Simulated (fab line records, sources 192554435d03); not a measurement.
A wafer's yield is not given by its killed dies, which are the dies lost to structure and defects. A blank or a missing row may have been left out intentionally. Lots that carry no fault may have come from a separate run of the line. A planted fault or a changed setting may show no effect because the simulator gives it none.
Which tool did it? / flow n5 finfet / 12 lots with 35 wafers sampled at 4 steps, on a route of 1938 steps

== WHAT THE GAUGES SHOWED, per wafer ==
N5_PMOS_HMC_CHANNEL_EPI_CD_MEAS_09 targets a cd of 237.4 nm. Usual: cd nm reads 237.8 nm (standard deviation 0.93).
lot=L885; measured=day 1 17:01; on=cd sem-01; cd nm (nm)=237.1 237.4 238.1; flag=
lot=L886; measured=day 1 23:29; on=cd sem-02; cd nm (nm)=238.0 239.2 238.5; flag=
lot=L893; measured=day 3 17:05; on=cd sem-01; cd nm (nm)=239.3 239.0 239.5; flag=
lot=L894; measured=day 3 23:37; on=cd sem-01; cd nm (nm)=238.1 238.1 237.1; flag=
lot=L898; measured=day 4 23:52; on=cd sem-01; cd nm (nm)=238.1 238.4 237.4; flag=
lot=L900; measured=day 5 11:02; on=cd sem-01; cd nm (nm)=237.4 237.0 237.7; flag=
lot=L901; measured=day 5 17:24; on=cd sem-01; cd nm (nm)=238.3 237.9 237.7; flag=
lot=L903; measured=day 6 07:16; on=cd sem-03; cd nm (nm)=238.1 239.5; flag=
lot=L904; measured=day 6 11:40; on=cd sem-03; cd nm (nm)=238.4 238.5 238.4; flag=
lot=L905; measured=day 6 17:13; on=cd sem-02; cd nm (nm)=238.9 237.7 237.7; flag=
lot=L906; measured=day 6 23:05; on=cd sem-02; cd nm (nm)=238.6 239.1 237.8; flag=
lot=L908; measured=day 7 11:14; on=cd sem-02; cd nm (nm)=237.5 236.3 236.7; flag=

== WHICH TOOL RAN EACH LOT (tool, then ch and the chambers of the sampled wafers, then the start) ==
lot=L885; N5_ZERO_LAYER_ETCH_17=rie diel-05 ch 0,1,2, day 1 12:44; N5_ZERO_LAYER_STRIP_24=plasma asher-01 ch 0,1, day 1 12:55; N5_WELL_APT_EPI_41=epi rpcvd-01 ch 0, day 1 16:04
lot=L886; N5_ZERO_LAYER_ETCH_17=rie diel-05 ch 0,2, day 1 19:16; N5_ZERO_LAYER_STRIP_24=plasma asher-01 ch 0,1, day 1 19:29; N5_WELL_APT_EPI_41=epi rpcvd-01 ch 0, day 1 22:37
lot=L893; N5_ZERO_LAYER_ETCH_17=rie diel-06 ch 0,1,2, day 3 12:50; N5_ZERO_LAYER_STRIP_24=plasma asher-02 ch 0,1, day 3 13:01; N5_WELL_APT_EPI_41=epi rpcvd-02 ch 0, day 3 16:07
lot=L894; N5_ZERO_LAYER_ETCH_17=rie diel-05 ch 1,2, day 3 18:50; N5_ZERO_LAYER_STRIP_24=plasma asher-02 ch 0,1, day 3 19:02; N5_WELL_APT_EPI_41=epi rpcvd-02 ch 0, day 3 22:44
lot=L898; N5_ZERO_LAYER_ETCH_17=rie diel-06 ch 0,1, day 4 18:50; N5_ZERO_LAYER_STRIP_24=plasma asher-02 ch 0,1, day 4 19:02; N5_WELL_APT_EPI_41=epi rpcvd-02 ch 0, day 4 23:05
lot=L900; N5_ZERO_LAYER_ETCH_17=rie diel-06 ch 0,1,2, day 5 06:44; N5_ZERO_LAYER_STRIP_24=plasma asher-01 ch 0, day 5 06:55; N5_WELL_APT_EPI_41=epi rpcvd-03 ch 0, day 5 10:11
lot=L901; N5_ZERO_LAYER_ETCH_17=rie diel-05 ch 1,2, day 5 12:50; N5_ZERO_LAYER_STRIP_24=plasma asher-01 ch 0,1, day 5 13:02; N5_WELL_APT_EPI_41=epi rpcvd-01 ch 0, day 5 16:37
lot=L903; N5_ZERO_LAYER_ETCH_17=rie diel-06 ch 0,2, day 6 00:43; N5_ZERO_LAYER_STRIP_24=plasma asher-01 ch 0,1, day 6 00:53; N5_WELL_APT_EPI_41=epi rpcvd-02 ch 0, day 6 05:59
lot=L904; N5_ZERO_LAYER_ETCH_17=rie diel-06 ch 0,2,3, day 6 07:03; N5_ZERO_LAYER_STRIP_24=plasma asher-01 ch 0,1, day 6 07:17; N5_WELL_APT_EPI_41=epi rpcvd-01 ch 0, day 6 10:43
lot=L905; N5_ZERO_LAYER_ETCH_17=rie diel-06 ch 0,1, day 6 12:43; N5_ZERO_LAYER_STRIP_24=plasma asher-01 ch 0,1, day 6 12:55; N5_WELL_APT_EPI_41=epi rpcvd-02 ch 0, day 6 16:26
lot=L906; N5_ZERO_LAYER_ETCH_17=rie diel-03 ch 0,1, day 6 18:44; N5_ZERO_LAYER_STRIP_24=plasma asher-01 ch 0,1, day 6 18:54; N5_WELL_APT_EPI_41=epi rpcvd-03 ch 0, day 6 21:57
lot=L908; N5_ZERO_LAYER_ETCH_17=rie diel-05 ch 0,1, day 7 06:44; N5_ZERO_LAYER_STRIP_24=plasma asher-01 ch 0,1, day 7 06:56; N5_WELL_APT_EPI_41=epi rpcvd-02 ch 0, day 7 10:14
- N5_ZERO_LAYER_ETCH_17: etches SiO2 in CF4, target depth 12 nm, time 13.3 s.
- N5_ZERO_LAYER_STRIP_24: strips in O2.
- N5_WELL_APT_EPI_41: deposits Si from SiH4/H2, target thk 50 nm, time 297.7 s.

== WHAT THE TOOLS THEMSELVES READ (means of the sampled wafers that have a number; where no wafer has one, the mark that the record gives instead) ==
N5_ZERO_LAYER_ETCH_17. Usual: drypump motor current A 5.75 A, standard deviation 0.26; oes product au 0.79 a.u., standard deviation 0.092; rf vpp V 948 V, standard deviation 4; showerhead plenum p Torr 2.14 Torr, standard deviation 0.062; throttle valve pct 15.71 %, standard deviation 0.22.
lot=L885; tool=rie diel-05; drypump motor current A (A)=5.72; oes product au (a.u.)=0.86; rf vpp V (V)=950; showerhead plenum p Torr (Torr)=2.14; throttle valve pct (%)=15.52; flag=
lot=L886; tool=rie diel-05; drypump motor current A (A)=5.67; oes product au (a.u.)=0.93; rf vpp V (V)=950; showerhead plenum p Torr (Torr)=2.16; throttle valve pct (%)=15.55; flag=
lot=L893; tool=rie diel-06; drypump motor current A (A)=5.76; oes product au (a.u.)=0.75; rf vpp V (V)=951; showerhead plenum p Torr (Torr)=2.18; throttle valve pct (%)=15.70; flag=
lot=L894; tool=rie diel-05; drypump motor current A (A)=5.62; oes product au (a.u.)=0.88; rf vpp V (V)=951; showerhead plenum p Torr (Torr)=2.17; throttle valve pct (%)=15.39; flag=
lot=L898; tool=rie diel-06; drypump motor current A (A)=5.87; oes product au (a.u.)=0.75; rf vpp V (V)=952; showerhead plenum p Torr (Torr)=2.21; throttle valve pct (%)=15.79; flag=
lot=L900; tool=rie diel-06; drypump motor current A (A)=5.74; oes product au (a.u.)=0.74; rf vpp V (V)=950; showerhead plenum p Torr (Torr)=2.18; throttle valve pct (%)=15.73; flag=
lot=L901; tool=rie diel-05; drypump motor current A (A)=5.67; oes product au (a.u.)=0.80; rf vpp V (V)=950; showerhead plenum p Torr (Torr)=2.15; throttle valve pct (%)=15.40; flag=
lot=L903; tool=rie diel-06; drypump motor current A (A)=5.67; oes product au (a.u.)=0.73; rf vpp V (V)=948; showerhead plenum p Torr (Torr)=2.15; throttle valve pct (%)=15.73; flag=
lot=L904; tool=rie diel-06; drypump motor current A (A)=5.69; oes product au (a.u.)=0.80; rf vpp V (V)=949; showerhead plenum p Torr (Torr)=2.15; throttle valve pct (%)=15.72; flag=
lot=L905; tool=rie diel-06; drypump motor current A (A)=5.88; oes product au (a.u.)=0.75; rf vpp V (V)=952; showerhead plenum p Torr (Torr)=2.21; throttle valve pct (%)=15.81; flag=
lot=L906; tool=rie diel-03; drypump motor current A (A)=5.66; oes product au (a.u.)=0.73; rf vpp V (V)=947; showerhead plenum p Torr (Torr)=2.11; throttle valve pct (%)=15.81; flag=
lot=L908; tool=rie diel-05; drypump motor current A (A)=5.82; oes product au (a.u.)=0.77; rf vpp V (V)=945; showerhead plenum p Torr (Torr)=2.10; throttle valve pct (%)=15.75; flag=

N5_ZERO_LAYER_STRIP_24. Usual: chamber pressure mTorr 1000.1 mTorr, standard deviation 0.77; drypump motor current A 5.46 A, standard deviation 0.13; heater power w 344 W, standard deviation 44; oes product au 0.647 a.u., standard deviation 0.0044; strip time to endpoint s 43.84 s, standard deviation 0.085.
lot=L885; tool=plasma asher-01; chamber pressure mTorr (mTorr)=999.8; drypump motor current A (A)=5.54; heater power w (W)=316; oes product au (a.u.)=0.648; strip time to endpoint s (s)=43.95; flag=
lot=L886; tool=plasma asher-01; chamber pressure mTorr (mTorr)=1000.3; drypump motor current A (A)=5.47; heater power w (W)=323; oes product au (a.u.)=0.647; strip time to endpoint s (s)=43.99; flag=
lot=L893; tool=plasma asher-02; chamber pressure mTorr (mTorr)=1001.1; drypump motor current A (A)=5.39; heater power w (W)=366; oes product au (a.u.)=0.647; strip time to endpoint s (s)=43.78; flag=
lot=L894; tool=plasma asher-02; chamber pressure mTorr (mTorr)=1000.7; drypump motor current A (A)=5.45; heater power w (W)=390; oes product au (a.u.)=0.645; strip time to endpoint s (s)=43.77; flag=
lot=L898; tool=plasma asher-02; chamber pressure mTorr (mTorr)=1000.0; drypump motor current A (A)=5.44; heater power w (W)=402; oes product au (a.u.)=0.642; strip time to endpoint s (s)=43.97; flag=
lot=L900; tool=plasma asher-01; chamber pressure mTorr (mTorr)=-; drypump motor current A (A)=-; heater power w (W)=-; oes product au (a.u.)=-; strip time to endpoint s (s)=-; flag=OFF
lot=L901; tool=plasma asher-01; chamber pressure mTorr (mTorr)=-; drypump motor current A (A)=-; heater power w (W)=-; oes product au (a.u.)=-; strip time to endpoint s (s)=-; flag=OFF
lot=L903; tool=plasma asher-01; chamber pressure mTorr (mTorr)=1000.1; drypump motor current A (A)=5.49; heater power w (W)=324; oes product au (a.u.)=0.643; strip time to endpoint s (s)=43.80; flag=
lot=L904; tool=plasma asher-01; chamber pressure mTorr (mTorr)=1000.2; drypump motor current A (A)=5.52; heater power w (W)=322; oes product au (a.u.)=0.647; strip time to endpoint s (s)=43.76; flag=
lot=L905; tool=plasma asher-01; chamber pressure mTorr (mTorr)=1000.2; drypump motor current A (A)=5.43; heater power w (W)=318; oes product au (a.u.)=0.644; strip time to endpoint s (s)=43.94; flag=
lot=L906; tool=plasma asher-01; chamber pressure mTorr (mTorr)=1000.1; drypump motor current A (A)=5.43; heater power w (W)=319; oes product au (a.u.)=0.647; strip time to endpoint s (s)=43.76; flag=
lot=L908; tool=plasma asher-01; chamber pressure mTorr (mTorr)=1000.2; drypump motor current A (A)=5.54; heater power w (W)=320; oes product au (a.u.)=0.649; strip time to endpoint s (s)=43.74; flag=

N5_WELL_APT_EPI_41. Usual: throttle valve pct reads 11.2 % (standard deviation 0.5).
lot=L885; tool=epi rpcvd-01; throttle valve pct (%)=11.5; flag=
lot=L886; tool=epi rpcvd-01; throttle valve pct (%)=11.6; flag=
lot=L893; tool=epi rpcvd-02; throttle valve pct (%)=10.8; flag=
lot=L894; tool=epi rpcvd-02; throttle valve pct (%)=10.9; flag=
lot=L898; tool=epi rpcvd-02; throttle valve pct (%)=10.8; flag=
lot=L900; tool=epi rpcvd-03; throttle valve pct (%)=12.1; flag=
lot=L901; tool=epi rpcvd-01; throttle valve pct (%)=11.5; flag=
lot=L903; tool=epi rpcvd-02; throttle valve pct (%)=10.9; flag=
lot=L904; tool=epi rpcvd-01; throttle valve pct (%)=11.5; flag=
lot=L905; tool=epi rpcvd-02; throttle valve pct (%)=10.6; flag=
lot=L906; tool=epi rpcvd-03; throttle valve pct (%)=12.0; flag=
lot=L908; tool=epi rpcvd-02; throttle valve pct (%)=10.7; flag=

== THE ANSWER, worked out from the rows above alone ==
Rule: take the mean of a lot's wafers that have a number; if it is more than 3 standard deviations from the usual mean, the lot is off. A lot without any number at a reading at which 4 lots or more have one is off too. Where the step has rows for the other lots, those lots are counted as sound. The gauges are gone through in route order, then the tools' own readings, and for those a lot's mean is taken as printed above. The first step at which some lot is off is used, and at that step the reading that is off furthest; a lot without a number counts as furthest.
Off: L900, L901, at N5_ZERO_LAYER_STRIP_24 (chamber pressure mTorr). Without a number there: L900, L901.
A tool fits if, at that step or a process step before it, it ran every lot that is off, and no sound lot after the first of them. None of those tried fits.

== WHAT HAD BEEN PUT IN BY THE SIMULATOR ==
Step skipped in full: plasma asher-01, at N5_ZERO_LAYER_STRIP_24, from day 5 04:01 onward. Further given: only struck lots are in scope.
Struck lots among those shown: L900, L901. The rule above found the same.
